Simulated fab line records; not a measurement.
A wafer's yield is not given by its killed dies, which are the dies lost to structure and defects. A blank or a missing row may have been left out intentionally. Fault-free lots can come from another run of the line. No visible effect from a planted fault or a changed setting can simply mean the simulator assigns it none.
Matching of chambers ; flow n5-finfet ; rie-diel-02 running N5_BEOL_M1_STRIP_66: 4 sister chambers
The step strips in CF4. 8 wafers are shown with their chamber, then 11 later ones without.

## WAFERS WITH THEIR CHAMBER
wafer;chamber;drypump-motor-current-A (A);showerhead-plenum-p-Torr (Torr)
L077.2;0;6.5;1.82
L082.1;0;6.5;1.82
L082.2;2;5.1;1.78
L082.5;1;5.6;1.88
L086.1;3;4.9;1.77
L086.2;2;5.1;1.77
L086.4;3;5.0;1.77
L089.2;1;5.6;1.88

## WAFERS WHOSE CHAMBER IS MISSING
wafer;drypump-motor-current-A (A);showerhead-plenum-p-Torr (Torr)
L089.5;5.1;1.77
L089.6;5.6;1.88
L090.1;5.6;1.88
L090.3;5.1;1.77
L090.4;6.5;1.82
L093.2;5.1;1.77
L093.5;5.1;1.77
L093.6;4.9;1.77
L094.3;5.6;1.87
L094.4;5.0;1.77
L094.5;5.5;1.87

## CHAMBER TAKEN BY EACH
wafer;from the rows above;in truth
L089.5;2;2
L089.6;1;1
L090.1;1;1
L090.3;2;2
L090.4;0;0
L093.2;2;2
L093.5;2;2
L093.6;3;3
L094.3;1;1
L094.4;can't be placed: 3 or 2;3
L094.5;1;1
Correctly placed: 10 of 11. Unplaceable from these rows: 1, with the true chamber sitting among the candidates in 1. 0 placed wrongly.
How it was worked out, from the rows above alone: a wafer's distance from a chamber is the root of the sum, over the readings, of the square of ((its reading less the chamber's mean) divided by the reading's scatter). The wafer belongs to the nearest chamber; if the next one is less than 2 further off, it can't be placed. For every chamber, the mean is computed from those of its wafers that are shown. How the scatter is found: for the shown wafers, subtract from each reading the mean of its chamber, square and add these, divide the total by (wafers less chambers), then take the root.
